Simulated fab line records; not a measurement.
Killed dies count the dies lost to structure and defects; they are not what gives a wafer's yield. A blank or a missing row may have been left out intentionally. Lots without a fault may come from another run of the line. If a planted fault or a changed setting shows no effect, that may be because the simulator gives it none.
Chamber matching / flow nand harc / NHARC_A_CHANNEL_FILL_D1_ALD_16 on ald hk-04: 4 sister chambers
The step deposits SiO2, target thk 1.5 nm, pulse time 10 s, ald cycles 15. 16 wafers are shown with their chamber, then 8 later ones without.

## WAFERS PAIRED WITH THEIR CHAMBERS
wafer=L080.2; chamber=3; heater power w (W)=493; precursor pulse height rel=0.987; susceptor temp C (C)=300.00
wafer=L080.5; chamber=3; heater power w (W)=503; precursor pulse height rel=0.988; susceptor temp C (C)=299.91
wafer=L080.6; chamber=2; heater power w (W)=403; precursor pulse height rel=1.003; susceptor temp C (C)=299.98
wafer=L085.3; chamber=1; heater power w (W)=441; precursor pulse height rel=1.006; susceptor temp C (C)=300.37
wafer=L085.5; chamber=2; heater power w (W)=404; precursor pulse height rel=1.029; susceptor temp C (C)=299.85
wafer=L085.6; chamber=3; heater power w (W)=495; precursor pulse height rel=0.995; susceptor temp C (C)=300.24
wafer=L086.1; chamber=0; heater power w (W)=429; precursor pulse height rel=1.023; susceptor temp C (C)=300.15
wafer=L086.3; chamber=2; heater power w (W)=399; precursor pulse height rel=0.983; susceptor temp C (C)=300.06
wafer=L086.6; chamber=2; heater power w (W)=402; precursor pulse height rel=0.963; susceptor temp C (C)=299.93
wafer=L088.1; chamber=3; heater power w (W)=482; precursor pulse height rel=0.990; susceptor temp C (C)=300.10
wafer=L088.3; chamber=1; heater power w (W)=450; precursor pulse height rel=0.980; susceptor temp C (C)=299.74
wafer=L088.4; chamber=2; heater power w (W)=403; precursor pulse height rel=0.986; susceptor temp C (C)=300.03
wafer=L091.2; chamber=0; heater power w (W)=422; precursor pulse height rel=1.001; susceptor temp C (C)=300.09
wafer=L091.4; chamber=1; heater power w (W)=433; precursor pulse height rel=0.958; susceptor temp C (C)=300.13
wafer=L091.6; chamber=1; heater power w (W)=442; precursor pulse height rel=0.996; susceptor temp C (C)=300.16
wafer=L093.1; chamber=3; heater power w (W)=505; precursor pulse height rel=0.999; susceptor temp C (C)=300.00

SIGNATURES (averages over the wafers above)
reading=heater power w; chamber 0=425.50; chamber 1=441.50; chamber 2=402.20; chamber 3=495.60; scatter within a chamber=6.58
reading=precursor pulse height rel; chamber 0=1.01200; chamber 1=0.98500; chamber 2=0.99280; chamber 3=0.99180; scatter within a chamber=0.0185
reading=susceptor temp C; chamber 0=300.1200; chamber 1=300.1000; chamber 2=299.9700; chamber 3=300.0500; scatter within a chamber=0.158
Rule: a wafer's distance from a chamber is the root of the sum, over the readings, of the square of ((its reading less the chamber's mean) divided by the reading's scatter). The wafer belongs to the nearest chamber; if the next one is less than 2 further off, it can't be placed. The scatter: take each reading less its chamber's mean, square it, sum over the shown wafers, divide by the number of wafers less the number of chambers, and take the root.

## WAFERS WITH NO CHAMBER GIVEN
wafer=L093.2; heater power w (W)=433; precursor pulse height rel=1.020; susceptor temp C (C)=299.84
wafer=L093.6; heater power w (W)=443; precursor pulse height rel=0.967; susceptor temp C (C)=299.47
wafer=L096.2; heater power w (W)=454; precursor pulse height rel=1.005; susceptor temp C (C)=299.89
wafer=L096.5; heater power w (W)=431; precursor pulse height rel=0.996; susceptor temp C (C)=300.02
wafer=L096.6; heater power w (W)=420; precursor pulse height rel=0.984; susceptor temp C (C)=299.71
wafer=L097.3; heater power w (W)=426; precursor pulse height rel=0.948; susceptor temp C (C)=300.01
wafer=L097.4; heater power w (W)=486; precursor pulse height rel=0.945; susceptor temp C (C)=300.12
wafer=L097.5; heater power w (W)=411; precursor pulse height rel=0.988; susceptor temp C (C)=299.79

## WHICH CHAMBER EACH ONE RAN IN
wafer=L093.2; from the rows above=can't be placed: 0 or 1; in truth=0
wafer=L093.6; from the rows above=can't be placed: 1 or 0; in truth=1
wafer=L096.2; from the rows above=1; in truth=1
wafer=L096.5; from the rows above=can't be placed: 0 or 1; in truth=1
wafer=L096.6; from the rows above=can't be placed: 0 or 2 or 1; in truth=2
wafer=L097.3; from the rows above=can't be placed: 1 or 0 or 2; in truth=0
wafer=L097.4; from the rows above=3; in truth=3
wafer=L097.5; from the rows above=can't be placed: 2 or 0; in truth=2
Placed correctly: 2 of 8. From these rows, 6 cannot be placed; in 6 the true chamber is one of the candidates. Wrongly placed: 0.
